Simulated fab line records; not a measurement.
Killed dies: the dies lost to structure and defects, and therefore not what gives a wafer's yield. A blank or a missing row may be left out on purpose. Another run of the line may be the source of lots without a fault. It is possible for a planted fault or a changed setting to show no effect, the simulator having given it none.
Split-lot experiment | flow n5_finfet | 7 lots, 21 wafers read, on a route of 1938 steps

ABOUT THE SPLIT
At N5_BEOL_M0_ETCH_138 (etches SiCN in CH3F/O2, target depth 12 nm, time 31.6 s), the setting source_w was moved away from the recipe's 395 W on 3 of the 21 wafers read, by -16.2% to +10.6%. This setting was run at the recipe's value on the other wafers.

Reading taken at the split's own step.

THE READING
rf_vpp_V, in V, at N5_BEOL_M0_ETCH_138 (etches SiCN in CH3F/O2, target depth 12 nm, time 31.6 s). On this fab line, fault-free wafers typically give 297.8 V with a standard deviation of 1.3 V.

wafer  | tool, chamber at the split | source_w as run, W | against the recipe | rf_vpp_V, V | against lot-mates on the recipe
L074.2 | rie_diel-01, 3             | 395                | recipe             | 295.7       | -
L074.3 | rie_diel-01, 2             | 395                | recipe             | 296.7       | -
L074.6 | rie_diel-01, 0             | 395                | recipe             | 299.9       | -
L081.3 | rie_diel-04, 3             | 436.8              | +10.6%             | 289.3       | -9.9
L081.4 | rie_diel-04, 1             | 395                | recipe             | 298.5       | -
L081.6 | rie_diel-04, 3             | 395                | recipe             | 299.9       | -
L084.1 | rie_diel-01, 1             | 395                | recipe             | 297.3       | -
L084.3 | rie_diel-01, 0             | 331.1              | -16.2%             | 316.7       | +19.3
L084.4 | rie_diel-01, 3             | 395                | recipe             | 297.4       | -
L087.1 | rie_diel-06, 0             | 395                | recipe             | 295.5       | -
L087.2 | rie_diel-06, 1             | 395                | recipe             | 297.9       | -
L087.5 | rie_diel-06, 1             | 395                | recipe             | 298.1       | -
L090.2 | rie_diel-01, 2             | 395                | recipe             | 295.1       | -
L090.5 | rie_diel-01, 1             | 345                | -12.7%             | 311.9       | +17.0
L090.6 | rie_diel-01, 2             | 395                | recipe             | 294.7       | -
L091.1 | rie_diel-06, 3             | 395                | recipe             | 297.2       | -
L091.3 | rie_diel-06, 1             | 395                | recipe             | 296.5       | -
L091.6 | rie_diel-06, 1             | 395                | recipe             | 297.7       | -
L093.2 | rie_diel-01, 2             | 395                | recipe             | 295.1       | -
L093.3 | rie_diel-01, 0             | 395                | recipe             | 300.3       | -
L093.4 | rie_diel-01, 1             | 395                | recipe             | 296.5       | -

THE FIT
A straight line over all 21 wafers: rf_vpp_V changes by -1.08 V for each +1% of source_w; r = -0.95; the points scatter about the line by 1.8 V.
The same after taking each lot's own level away (the mean of its wafers on the recipe; 21 wafers): -1.18 V for each +1%; r = -0.97; scatter 1.5 V.
On that fit, the largest move of source_w shifts the reading by 19 V.
The lots' own levels span 294.90 to 299.20 V, that is 3.3 times the standard deviation above.
Consequently the slope shifts little with the lot-to-lot level, the two slopes agreeing.
Check: with one of the wafers moved furthest among these (-16.2%) left out of the fit, the line predicts +19.2 V for it against its lot-mates. It came out at +19.3 V against them.
Tool readings at the split's step, against how far the setting was moved: rf_vpp_V r = -0.95.

THE OTHER SPLITS THESE WAFERS WENT THROUGH
Other splits were also applied to these wafers ahead of the reading. Each is held against what the fit with the lots' levels taken away leaves over:
other split on the same wafers    | wafers away from the commonest value | r with rf_vpp_V (lot level and that fit taken away)
N5_BEOL_M0_SAQP_EXPOSE_37 dose_mj | 9                                    | +0.40
N5_BEOL_M0_SAQP_ETCH_88 source_w  | 7                                    | -0.03

THE FILE'S OWN FIT
rf_vpp_V changes by -1.18 V for each +1% of source_w, r = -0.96.
